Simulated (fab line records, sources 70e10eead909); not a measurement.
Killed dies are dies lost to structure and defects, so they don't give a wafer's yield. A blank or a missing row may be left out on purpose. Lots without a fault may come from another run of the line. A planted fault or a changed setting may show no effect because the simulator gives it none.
Chamber matching | flow nand_harc | NHARC_P_CONTACT_CMP_01 on cmp-04: 4 sister chambers
The step polishes SiO2, target thk 200 nm. 4 wafers are shown with their chamber, then 8 later ones without.

WAFERS WITH THEIR CHAMBER
wafer  | chamber | motor_current_A (A)
L083.3 | 1       | 8.7
L083.5 | 3       | 10.8
L083.6 | 0       | 14.5
L086.3 | 2       | 11.1

WAFERS WITHOUT THEIR CHAMBER
wafer  | motor_current_A (A)
L086.5 | 8.9
L086.6 | 10.7
L094.2 | 9.7
L094.3 | 13.4
L094.6 | 10.7
L096.1 | 11.1
L096.2 | 10.1
L096.3 | 14.3

WHICH CHAMBER EACH WENT THROUGH
wafer  | from the rows above          | in truth
L086.5 | 1                            | 1
L086.6 | can't be placed: 3 or 2      | 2
L094.2 | can't be placed: 1 or 3 or 2 | 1
L094.3 | 0                            | 0
L094.6 | can't be placed: 3 or 2      | 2
L096.1 | can't be placed: 2 or 3      | 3
L096.2 | can't be placed: 3 or 2 or 1 | 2
L096.3 | 0                            | 0
Placed correctly: 3 of 8. Can't be placed from these rows: 5 (the true chamber is among the candidates in 5). Placed wrongly: 0.
How it was worked out, from the rows above alone: a wafer's distance from a chamber is the root of the sum, over the readings, of the square of ((its reading less the chamber's mean) divided by the reading's scatter). The wafer belongs to the nearest chamber; if the next one is less than 2 further off, it can't be placed. A chamber's mean is the mean of its shown wafers. The scatter: with one shown wafer a chamber, the root of the mean of the squares of how far each hidden wafer lies from its nearest shown one.
